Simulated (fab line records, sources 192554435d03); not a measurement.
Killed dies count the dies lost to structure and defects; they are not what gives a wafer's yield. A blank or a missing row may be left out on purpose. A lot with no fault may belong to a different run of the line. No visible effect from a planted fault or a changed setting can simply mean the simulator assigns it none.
fab line records	flow n5Finfet
[record] lots = 10	wafers = 27	lastDay = 17
route steps=1938 shown FIN_CUT@169 BEOL_M4@1111 TV_LITHO@1883 TV_OPEN@1889 PASSIVATION@1916
lots untouched by any fault: they come from a run of this same line in which no faults occurred
startH: hours from the record's first day to the start of the lot's first wafer shown	waitH: how many hours have passed since the lot's step before this one	" same as the row above	L1.1+2: several wafers, shown together as one row	- value missing, or start not given	* or withheld: withheld	< > ~ a bound
route shown NAME@n: a module of which the file shows steps, and the number in the route of the first	usual: mean/standard deviation taken from wafers without a fault	same: alike in all rows	chamber/n: place in a boat	sites: the reading at each site	_std_site: standard deviation across them	_edge_site: mean of outer sites minus mean of inner sites	radiusMm: how far each site lies from the wafer's centre	mask NAME#n: copy n	behind: tool/chamber where the wafer was last shaped	hold: why the lot went on hold/how many hours it stayed there/how the hold came to an end	device: transistor that didn't switch, given as n, p or np	end of line: at the end of the route, the tests of the same wafers	a step without rows: its recipe alone	killed: at the first sort, the dies lost to defects and structure; wafer yield is something else	map: the dies of a wafer, with x for killed, . for not killed, _ for no die there
set.NAME: the run value of the setting; set.NAME@STEP: its run value at that earlier step	model.NAME: the simulator's own value behind a step, which no gauge read
route steps across a sampled set of lots; one table per step, one row per wafer
services: a tool's chamber out of use, with start hour (startH, from the record's first day; less than 0 if before it), hours out, and reason
[[steps]]
[step N5_FIN_CUT_ETCH_21]
[recipe] chemistry = N2/H2	target = SOC	targetDepthA = 2190	overetchA = 438	maskMaterial = SiARC	tempC = 40	ionEnergyEv = 100	biasW = 61	timeS = 523.5	pressureMtorr = 30	sourceW = 850	n2FlowSccm = 200	h2FlowSccm = 200
[usual] drypumpMotorCurrentA = 5.9/0.33	h2FlowSccm = 200.0/0.59	oesProductAu = 0.69/0.06	rfVppV = 241.1/1.2	showerheadPlenumPTorr = 2.57/0.089	throttleValvePct = 18.00/0.26
[same] timeS = 523.5
lot.wafer	tool	chamber	startH	waitH	drypumpMotorCurrentA	h2FlowSccm	oesProductAu	rfHoursCounterH	rfVppV	showerheadPlenumPTorr	throttleValvePct
L348.1	rieDiel-01	1	40.26	0.0	5.6	200.3	0.65	205	240.8	2.52	17.80
L348.3	"	0	"	"	5.1	199.8	0.71	130	242.5	2.66	17.73
L348.5	"	0	"	"	5.1	199.7	0.71	-	242.1	2.66	17.71
L349.1	rieDiel-02	2	45.29	0.0	6.0	200.2	0.72	134	242.6	2.67	18.03
L349.3	"	1	"	"	5.7	199.7	0.69	148	239.7	2.43	18.03
L349.6	"	3	"	"	5.7	200.0	0.67	-	240.8	2.52	18.30
L356.3	rieDiel-02	2	86.91	0.0	6.0	200.3	0.71	148	242.4	2.66	18.06
L356.5	"	3	"	"	5.8	200.0	0.63	-	239.1	2.52	18.31
L357.3	rieDiel-02	1	94.76	0.0	5.7	200.7	0.68	165	239.9	2.42	18.06
L357.6	"	3	"	"	5.8	200.5	0.63	-	241.6	2.52	18.32
L360.1	rieDiel-03	3	111.33	0.0	6.6	200.1	0.88	13	243.0	2.70	17.52
L360.3	"	1	"	"	5.7	199.5	0.69	153	240.0	2.53	18.03
L360.5	"	2	"	"	6.4	199.6	0.69	-	241.0	2.53	17.59
L361.4	rieDiel-01	0	117.69	0.0	5.1	200.4	0.69	158	241.3	2.65	17.76
L361.5	"	0	"	"	5.1	200.6	0.69	-	242.7	2.65	17.76
L361.6	"	1	"	"	5.7	199.7	0.64	-	240.4	2.51	17.83
L364.2	rieDiel-03	0	135.73	0.0	6.1	199.7	0.71	148	242.8	2.64	17.50
L364.5	"	3	"	"	6.6	200.3	0.86	-	241.6	2.70	17.53
L364.6	"	2	"	"	6.4	200.6	0.68	-	240.4	2.52	17.59
L366.1	rieDiel-03	0	147.85	0.0	6.1	200.5	0.70	152	242.6	2.64	17.51
L366.4	"	0	"	"	6.1	200.2	0.70	-	243.5	2.64	17.51
L366.6	"	2	"	"	6.4	199.4	0.68	-	242.4	2.52	17.59
L368.1	rieDiel-02	1	161.33	0.0	5.7	200.5	0.66	184	239.7	2.42	18.09
L368.3	"	3	"	"	5.7	201.3	0.64	203	240.3	2.51	18.36
L368.4	"	2	"	"	6.0	200.1	0.68	170	240.5	2.65	18.08
L369.5	rieDiel-02	2	166.31	0.2	6.0	199.1	0.69	-	241.7	2.65	18.10
L369.6	"	3	"	"	5.7	199.8	0.64	-	240.4	2.51	18.36
[step N5_BEOL_M4_RC_MEAS_101]
[usual] DIBL_N = 36.8/2.2	DIBL_P = 37.0/2.8	IOFF_N = 0.18/0.043	IOFF_P = 0.23/0.05	ION_N = 680/14	ION_P = 466/9.1	SS_N = 71.7/0.74	SS_P = 73.5/0.79	VT_N = 248/4	VT_P = -249/4.1
lot.wafer	tool	chamber	startH	waitH	DIBL_N[mV/V]	DIBL_P[mV/V]	IOFF_N[nA/um]	IOFF_P[nA/um]	ION_N[uA/um]	ION_P[uA/um]	SS_N[mV/dec]	SS_P[mV/dec]	VT_N[mV]	VT_P[mV]
L348.1	prober-01	0	169.07	0.0	39.6	41.3	0.29	0.36	715	484	72.7	74.8	238	-241
L348.3	"	0	"	"	35.4	36.2	0.17	0.22	691	470	71.5	73.3	247	-246
L348.5	"	0	"	"	37.8	39.6	0.23	0.32	696	480	72.1	74.0	243	-242
L349.1	prober-01	0	197.16	0.1	35.7	36.9	0.18	0.19	677	453	71.6	73.4	243	-254
L349.3	"	0	"	"	36.3	38.2	0.17	0.19	667	456	71.6	73.1	253	-253
L349.6	"	0	"	"	37.7	40.2	0.23	0.24	700	467	72.0	73.6	244	-250
L356.3	prober-02	0	230.88	0.3	38.5	38.5	0.19	0.28	681	477	71.6	73.3	246	-243
L357.3	prober-02	0	232.91	0.3	34.7	34.0	0.14	0.24	676	480	70.9	73.9	251	-245
L361.4	prober-01	0	253.72	0.5	34.1	33.3	0.12	0.20	659	459	71.4	73.2	254	-249
L361.5	"	0	"	"	35.7	34.9	0.14	0.23	666	467	71.9	73.1	251	-247
L361.6	"	0	"	"	35.5	34.5	0.14	0.22	657	460	71.1	72.6	252	-249
L360.1	prober-02	0	254.04	0.0	39.4	41.1	0.25	0.29	703	478	72.8	74.9	243	-244
L360.3	"	0	"	"	34.7	32.9	0.14	0.15	672	454	71.4	72.9	250	-255
L360.5	"	0	"	"	35.5	35.6	0.15	0.20	670	461	71.3	72.9	250	-252
L364.2	prober-02	0	284.80	0.2	34.6	34.2	0.13	0.19	664	457	70.7	73.0	252	-251
L364.5	"	0	"	"	30.4	29.0	0.08	0.12	636	441	69.9	71.5	259	-257
L364.6	"	0	"	"	39.2	40.9	0.25	0.31	695	474	71.6	74.1	242	-244
L366.1	prober-02	0	293.41	0.0	38.8	40.2	0.22	0.29	696	472	72.0	74.7	247	-244
L366.4	"	0	"	"	37.5	39.5	0.20	0.29	696	480	72.4	74.3	245	-244
L366.6	"	0	"	"	37.8	38.9	0.18	0.25	679	466	72.2	74.3	249	-245
L368.1	prober-01	0	298.57	0.0	33.4	34.3	0.12	0.17	671	460	70.6	73.1	256	-255
L368.3	"	0	"	"	37.3	39.2	0.20	0.25	687	468	71.6	73.7	246	-250
L368.4	"	0	"	"	35.5	37.2	0.15	0.22	670	466	71.4	73.1	251	-250
L369.5	prober-02	0	299.52	0.6	36.7	37.9	0.20	0.26	686	474	72.2	73.6	243	-244
L369.6	"	0	"	"	37.7	40.2	0.22	0.31	701	487	72.3	74.8	242	-241
[step N5_PASSIVATION_CD_MEAS_10]
[recipe] targetCdNm = 3000	landingEnergyEv = 500	detector = seInlens
[usual] cdNm = 2998/3.1
lot.wafer	tool	chamber	startH	waitH	cdNm
L348.1	cdSem-03	0	264.60	-	2997
L348.3	"	0	"	"	3002
L348.5	"	0	"	"	2999
L349.1	cdSem-01	0	297.63	-	3004
L349.3	"	0	"	"	2999
L349.6	"	0	"	"	2997
L356.3	cdSem-03	0	325.11	-	3000
L357.3	cdSem-02	0	336.32	-	2993
L361.4	cdSem-01	0	345.92	-	2996
L361.5	"	0	"	"	2994
L361.6	"	0	"	"	2994
L360.1	cdSem-01	0	352.04	-	2997
L360.3	"	0	"	"	2997
L360.5	"	0	"	"	3000
L364.2	cdSem-01	0	388.68	-	2994
L364.5	"	0	"	"	3000
L364.6	"	0	"	"	2996
L366.1	cdSem-03	0	388.72	-	2996
L366.4	"	0	"	"	2997
L366.6	"	0	"	"	2998
L368.1	cdSem-02	0	393.29	-	3000
L368.3	"	0	"	"	2995
L368.4	"	0	"	"	2996
L369.5	cdSem-02	0	393.46	-	2999
L369.6	"	0	"	"	2997
[step N5_PASSIVATION_STRIP_14]
[recipe] chemistry = O2	powerW = 600	tempC = 60	pressureMtorr = 30	rfFrequencyHz = 6e+07	biasPowerW = 0	overashFraction = 0.5	o2FlowSccm = 225
[usual] drypumpMotorCurrentA = 5.9/0.39	oesProductAu = 0.78/0.095	rfVppV = 3.7/0.85	showerheadPlenumPTorr = 2.12/0.066	throttleValvePct = 16.75/0.27
lot.wafer	tool	chamber	startH	waitH	drypumpMotorCurrentA	oesProductAu	rfHoursCounterH	rfVppV	showerheadPlenumPTorr	throttleValvePct
L348.1	rieDiel-03	0	265.29	0.1	6.1	0.72	184	3.9	2.18	16.63
L348.3	"	2	"	"	6.4	0.71	189	4.2	2.09	16.76
L348.5	"	3	"	"	6.6	0.86	-	5.2	2.23	16.54
L349.1	rieDiel-02	0	298.90	0.1	5.9	0.90	23	3.9	2.17	16.55
L349.3	"	1	"	"	5.7	0.69	227	5.1	2.01	17.14
L349.6	"	1	"	"	5.7	0.69	-	3.9	2.01	17.14
L356.3	rieDiel-03	3	325.67	0.1	6.5	0.83	78	4.4	2.22	16.59
L357.3	rieDiel-01	3	337.02	0.1	6.3	0.95	19	3.4	2.03	16.20
L361.4	rieDiel-02	0	346.37	0.0	5.9	0.88	-	2.0	2.16	16.58
L361.5	"	1	"	"	5.7	0.66	-	4.0	2.01	17.16
L361.6	"	2	"	"	6.0	0.71	-	3.5	2.16	16.91
L360.1	rieDiel-01	0	352.87	0.1	5.1	0.70	236	3.7	2.19	16.85
L360.3	"	2	"	"	5.4	0.78	123	4.3	2.10	16.94
L360.5	"	2	"	"	5.4	0.79	-	4.1	2.10	16.92
L364.2	rieDiel-02	0	389.12	0.1	5.9	0.84	56	3.6	2.16	16.59
L364.5	"	0	"	"	5.9	0.84	-	4.4	2.15	16.57
L364.6	"	3	"	"	5.8	0.94	-	2.8	2.07	16.78
L366.1	rieDiel-01	1	389.16	0.1	5.6	0.84	62	4.1	2.07	16.45
L366.4	"	0	"	"	5.1	0.69	247	3.9	2.18	16.91
L366.6	"	0	"	"	5.1	0.68	-	3.4	2.18	16.89
L368.1	rieDiel-01	0	393.80	0.1	5.1	0.68	249	3.0	2.18	16.92
L368.3	"	3	"	"	6.3	0.91	35	2.4	2.02	16.24
L368.4	"	2	"	"	5.4	0.76	137	4.6	2.10	16.96
L369.5	rieDiel-02	3	394.01	0.0	5.7	0.94	-	4.1	2.07	16.75
L369.6	"	1	"	"	5.7	0.98	-	4.1	2.27	16.74
[step N5_PASSIVATION_PECVD_35]
[recipe] material = SiNx	targetThkA = 7000	tempC = 400	precursor = SiH4/NH3/N2	pressureTorr = 4.9	rfW = 1406	timeS = 151.3
[usual] heaterPowerW = 373/87	showerheadPlenumPTorr = 8.70/0.073	throttleValvePct = 29.9/1.5
[same] timeS = 151.3
lot.wafer	tool	chamber	startH	waitH	heaterPowerW	showerheadPlenumPTorr	sinceWetCleanH	throttleValvePct
L348.1	pecvd-04	0	268.02	0.1	309	8.73	1334	31.4
L348.3	"	1	"	"	280	8.66	2059	31.0
L348.5	"	1	"	"	323	8.68	-	31.0
L349.1	pecvd-04	0	302.42	0.1	327	8.74	1369	31.4
L349.3	"	1	"	"	326	8.67	-	30.8
L349.6	"	0	"	"	251	8.74	-	31.4
L356.3	pecvd-01	1	328.21	0.1	535	8.67	1757	29.9
L357.3	pecvd-02	0	339.60	0.1	283	8.62	1225	30.4
L361.4	pecvd-04	1	348.92	0.1	367	8.66	-	30.9
L361.5	"	2	"	"	269	8.71	-	26.4
L361.6	"	0	"	"	205	8.75	-	31.2
L360.1	pecvd-01	2	355.05	0.1	378	8.72	305	28.5
L360.3	"	1	"	"	460	8.67	1784	29.9
L360.5	"	0	"	"	501	8.77	-	31.3
L364.2	pecvd-02	2	391.78	0.1	364	8.56	523	29.5
L364.5	"	0	"	"	341	8.64	-	30.4
L364.6	"	2	"	"	403	8.55	-	29.5
L366.1	pecvd-01	2	391.91	0.1	391	8.76	342	28.5
L366.4	"	0	"	"	488	8.77	-	31.2
L366.6	"	1	"	"	561	8.65	-	30.1
L368.1	pecvd-01	0	396.51	0.1	512	8.76	1100	31.4
L368.3	"	2	"	"	403	8.74	346	28.6
L368.4	"	2	"	"	266	8.73	-	28.6
L369.5	pecvd-02	1	396.85	0.1	301	8.82	-	30.6
L369.6	"	0	"	"	203	8.64	-	30.6
[step N5_PASSIVATION_PROBE_49]
[usual] defectLimitedYield = 91.4/1.5	killed_at_M0_to_M3 = 36/11	killed_at_M4_up = 14/6	killedAtContacts = 11/6	killedAtFrontEnd = 37/11	killedAtOther = 4/3.4	killedDies = 102/18	killedOnRim = 13/3.5	killedOpen = 66/13	killedShort = 34/7.8	sort_bin_5_function = 5.0/0.97	sort_bin_6_memory = 3.2/0.7	sort_bin_8_speed = 0.0/0.38	sortNPass = 1078/19	sortYieldPct = 91.3/1.6
[same] grossDies = 1180	killedAtBackSide = 0	sort_bin_4_leakage[%] = 0
lot.wafer	tool	chamber	startH	waitH	defectLimitedYield[%]	killed_at_M0_to_M3	killed_at_M4_up	killedAtContacts	killedAtFrontEnd	killedAtOther	killedDies	killedOnRim	killedOpen	killedShort	sort_bin_5_function[%]	sort_bin_6_memory[%]	sort_bin_8_speed[%]	sortNPass	sortYieldPct[%]
L356.3	prober-01	-	332.27	0.1	90.8	33	14	8	45	8	108	18	74	28	5.3	3.3	0	1072	90.8
L356.5	prober-01	-	332.37	0.2	3.0	40	4	4	1088	9	1145	126	95	39	91.9	4.7	0	35	3.0
L357.3	prober-02	-	343.39	0.1	93.2	28	10	7	31	4	80	9	51	28	3.6	3.1	0	1100	93.2
L357.6	prober-02	-	343.54	0.3	3.6	33	12	8	1082	2	1137	141	47	24	93.7	2.5	0	43	3.6
L361.4	prober-02	-	353.09	0.2	90.9	56	14	7	19	11	107	15	74	33	6.0	2.7	0	1073	90.9
L361.5	prober-02	-	353.14	0.2	90.4	47	16	9	33	8	113	14	76	37	5.8	3.6	0	1067	90.4
L361.6	prober-02	-	353.19	0.3	92.3	49	16	11	12	3	91	9	61	30	4.1	3.1	0	1089	92.3
L360.1	prober-02	-	359.21	0.5	90.0	48	24	26	20	0	118	13	87	31	5.9	3.7	0	1062	90.0
L360.3	prober-02	-	359.31	0.6	90.6	22	36	6	43	4	111	19	71	39	5.3	3.8	0	1069	90.6
L360.5	prober-02	-	359.41	0.7	91.5	30	25	8	36	1	100	15	64	35	5.7	2.5	0	1080	91.5
L364.2	prober-02	-	395.51	0.1	88.9	43	10	15	58	5	131	17	80	50	6.8	3.7	0	1049	88.9
L364.5	prober-02	-	395.66	0.2	91.2	28	14	19	38	5	104	14	69	32	5.6	2.8	2.3	1049	88.9
L364.6	prober-02	-	395.71	0.3	89.4	51	13	11	46	4	125	24	90	35	6.4	3.9	0	1055	89.4
L366.1	prober-02	-	397.03	0.0	91.8	14	18	6	44	15	97	7	65	32	5.2	3.1	0	1083	91.8
L366.4	prober-02	-	397.18	0.2	90.9	47	8	12	34	6	107	10	74	28	4.8	3.9	0	1073	90.9
L366.6	prober-02	-	397.28	0.3	92.8	30	10	9	29	7	85	10	65	19	4.2	2.7	0	1095	92.8
L369.5	prober-01	-	401.26	0.2	91.3	39	15	3	45	1	103	15	62	40	5.4	3.1	0	1077	91.3
L369.6	prober-01	-	401.31	0.3	89.4	64	8	7	46	0	125	13	72	51	5.8	4.2	0	1055	89.4
// killed by level:class
L356.3 FIN_SAQP:geometricParticle:open=13 BEOL_M2:geometricParticle:open=10 BEOL_M1:geometricParticle:open=8 BEOL_M4:geometricParticle:open=8 DUMMY_GATE:geometricParticle:open=7 MOL_CONTACT_COAG:geometricParticle:open=6 PASS1_CAP:geometricParticle:short=6 HKMG_FIN:areaEtch=5
L356.5 FIN_CUT:areaEtch=1011 FIN_SAQP:geometricParticle:open=33 BEOL_M1:geometricParticle:open=16 FIN_SAQP:geometricParticle:short=15 BEOL_M2:geometricParticle:open=11 STI_FIN_REVEAL:geometricParticle:open=10 DUMMY_GATE:geometricParticle:open=8 GATE_CUT:geometricParticle:short=6
L357.3 FIN_SAQP:geometricParticle:open=14 BEOL_M2:geometricParticle:open=10 MOL_CONTACT_COAG:geometricParticle:open=6 BEOL_M1:geometricParticle:open=5 BEOL_M1:geometricParticle:short=5 FIN_SAQP:geometricParticle:short=4 SPACER0:geometricParticle:short=3 BEOL_M4:geometricParticle:open=3
L357.6 FIN_CUT:areaEtch=1060 MOL_CONTACT_COAG:geometricParticle:open=6 BEOL_M0_SAQP:geometricParticle:short=6 BEOL_M1:geometricParticle:open=6 BEOL_M2:geometricParticle:open=6 BEOL_M0_SAQP:geometricParticle:open=5 STI_FIN_REVEAL:geometricParticle:open=4 DUMMY_GATE:geometricParticle:open=4
L361.4 BEOL_M0_SAQP:geometricParticle:open=18 BEOL_M0_SAQP:geometricParticle:short=10 BEOL_M3:geometricParticle:short=8 MOL_CONTACT_COAG:geometricParticle:open=6 BEOL_M1:geometricParticle:open=6 BEOL_M2:geometricParticle:open=6 MIM_TOP:geometricParticle:open=6 STI_FIN_REVEAL:geometricParticle:open=5
L361.5 BEOL_M2:geometricParticle:open=13 STI_FIN_REVEAL:geometricParticle:open=12 BEOL_M0_SAQP:geometricParticle:short=10 MOL_CONTACT_COAG:geometricParticle:open=8 BEOL_M0_SAQP:geometricParticle:open=7 BEOL_M3:geometricParticle:open=7 FIN_SAQP:geometricParticle:short=5 GATE_CUT:geometricParticle:short=5
L361.6 BEOL_M0_SAQP:geometricParticle:short=12 BEOL_M2:geometricParticle:open=10 MOL_CONTACT_COAG:geometricParticle:open=8 BEOL_M0_SAQP:geometricParticle:open=8 BEOL_M1:geometricParticle:open=8 BEOL_M5:geometricParticle:open=6 BEOL_M3:geometricParticle:open=4 BEOL_M4:geometricParticle:open=4
L360.1 MOL_CONTACT_COAG:geometricParticle:open=24 BEOL_M2:geometricParticle:open=13 BEOL_M0_SAQP:geometricParticle:short=11 BEOL_M0_SAQP:geometricParticle:open=11 BEOL_M4:geometricParticle:open=10 BEOL_M5:geometricParticle:open=7 FIN_SAQP:geometricParticle:open=5 BEOL_M1:geometricParticle:open=5
L360.3 BEOL_M4:geometricParticle:open=14 FIN_SAQP:geometricParticle:short=12 BEOL_M5:geometricParticle:open=8 STI_FIN_REVEAL:geometricParticle:open=7 BEOL_M0_SAQP:geometricParticle:short=7 GATE_CUT:geometricParticle:short=6 BEOL_M0_SAQP:geometricParticle:open=6 FIN_SAQP:geometricParticle:open=5
L360.5 BEOL_M0_SAQP:geometricParticle:open=9 BEOL_M4:geometricParticle:open=9 FIN_SAQP:geometricParticle:open=7 MOL_CONTACT_COAG:geometricParticle:open=7 GATE_CUT:geometricParticle:short=6 FIN_SAQP:geometricParticle:short=5 BEOL_M3:geometricParticle:open=5 BEOL_M2:geometricParticle:open=5
L364.2 STI_FIN_REVEAL:geometricParticle:open=16 BEOL_M2:geometricParticle:open=15 BEOL_M0_SAQP:geometricParticle:short=11 MOL_CONTACT_COAG:geometricParticle:open=11 FIN_SAQP:geometricParticle:open=8 STARTING-WAFER:geometricParticle:short=7 FIN_SAQP:geometricParticle:short=6 BEOL_M4:geometricParticle:open=6
L364.5 MOL_CONTACT_COAG:geometricParticle:open=13 FIN_SAQP:geometricParticle:open=11 BEOL_M0_SAQP:geometricParticle:short=10 STI_FIN_REVEAL:geometricParticle:open=9 BEOL_M0_SAQP:geometricParticle:open=7 MOL_CONTACT_COAG:geometricParticle:short=6 BEOL_M4:geometricParticle:open=6 STI_FIN_REVEAL:geometricParticle:short=4
L364.6 FIN_SAQP:geometricParticle:open=12 STI_FIN_REVEAL:geometricParticle:open=12 BEOL_M2:geometricParticle:open=12 BEOL_M0_SAQP:geometricParticle:short=11 BEOL_M0_SAQP:geometricParticle:open=10 MOL_CONTACT_COAG:geometricParticle:open=8 BEOL_M1:geometricParticle:open=6 BEOL_M3:geometricParticle:open=6
L366.1 STI_FIN_REVEAL:geometricParticle:open=11 BEOL_M4:geometricParticle:open=7 FIN_SAQP:geometricParticle:open=6 DUMMY_GATE:geometricParticle:open=6 MOL_CONTACT_COAG:geometricParticle:open=6 PASS1_CAP:geometricParticle:open=6 STI_FIN_REVEAL:geometricParticle:short=5 BEOL_M0:geometricParticle:open=4
L366.4 BEOL_M0_SAQP:geometricParticle:short=12 MOL_CONTACT_COAG:geometricParticle:open=11 BEOL_M0_SAQP:geometricParticle:open=10 BEOL_M2:geometricParticle:open=9 FIN_SAQP:geometricParticle:open=8 BEOL_M3:geometricParticle:open=7 DUMMY_GATE:geometricParticle:open=6 FIN_SAQP:geometricParticle:short=3
L366.6 STI_FIN_REVEAL:geometricParticle:open=10 BEOL_M1:geometricParticle:open=8 MOL_CONTACT_COAG:geometricParticle:open=7 BEOL_M2:geometricParticle:open=7 BEOL_M3:geometricParticle:open=6 DUMMY_GATE:geometricParticle:open=5 BEOL_M0_SAQP:geometricParticle:open=5 BEOL_M4:geometricParticle:open=5
L369.5 FIN_SAQP:geometricParticle:short=9 BEOL_M0_SAQP:geometricParticle:short=8 BEOL_M0_SAQP:geometricParticle:open=8 BEOL_M2:geometricParticle:open=8 ILD0:geometricParticle:short=6 STARTING-WAFER:geometricParticle:open=6 FIN_SAQP:geometricParticle:open=5 STI_FIN_REVEAL:geometricParticle:open=5
L369.6 BEOL_M0_SAQP:geometricParticle:short=23 FIN_SAQP:geometricParticle:short=14 BEOL_M0_SAQP:geometricParticle:open=14 FIN_SAQP:geometricParticle:open=9 BEOL_M1:geometricParticle:open=9 DUMMY_GATE:geometricParticle:open=8 BEOL_M2:geometricParticle:open=7 MOL_CONTACT_COAG:geometricParticle:open=6
[[services]]
tool	chamber	startH	hours	kind
rieDiel-01	1	50.76	6.3	repair
rieDiel-01	3	70.53	31.2	repair
pecvd-01	1	88.23	5.4	repair
rieDiel-01	0	140.58	7.1	repair
rieDiel-01	-	143.86	3.3	repair
rieDiel-03	1	147.36	3.3	repair
rieDiel-03	-	160.73	0.5	repair
rieDiel-03	-	198.08	1.1	repair
rieDiel-03	-	199.54	2.6	repair
rieDiel-01	3	213.02	48.6	repair
rieDiel-03	0	216.61	2.9	repair
pecvd-04	2	272.32	2.5	repair
rieDiel-03	-	283.25	0.1	repair
pecvd-01	2	298.12	1.9	repair
rieDiel-03	1	299.40	1.6	repair
pecvd-01	-	301.37	14.6	pm
rieDiel-02	1	311.81	7.9	repair
rieDiel-02	3	314.33	6.4	repair
rieDiel-01	2	344.05	3.6	repair
pecvd-01	1	348.44	6.4	repair
rieDiel-02	3	358.48	9.0	repair
pecvd-01	-	367.18	0.7	repair
rieDiel-01	3	371.86	5.6	repair
rieDiel-01	-	377.20	0.4	repair
[[key]]
[firstSign] step = N5_PASSIVATION_PROBE_49	reading = killedAtFrontEnd	direction = up	sigmas = 92	usual = 37	struck = 1085
[effect] step = N5_PASSIVATION_PROBE_49	reading = sort_bin_5_function	direction = up	sigmas = 90	usual = 5.0	struck = 92.8
[moreKillsBornAt] N5_FIN_CUT_ETCH_21@rieDiel-02 = 2071
metAt N5_FIN_CUT_ETCH_21
struckLots L356,L357
struckWafers L356.5,L357.6
laterRowsLeftOut L356.5,L357.6
notActingAt N5_PASSIVATION_CD_MEAS_10,N5_PASSIVATION_STRIP_14,N5_PASSIVATION_PECVD_35
onsetBetween 45.29 86.91
[fault] kind = processParameterDrift	tool = rieDiel-02	chamber = -	onsetH = 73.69	steps = N5_FIN_CUT_ETCH_21	channel = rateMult	offset = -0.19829	shape = step	endH = 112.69	scope = struckWafersOnly
// laterRowsLeftOut: the simulator's readings of these wafers behind a module that went badly wrong aren't trusted and aren't shown, but for the sort
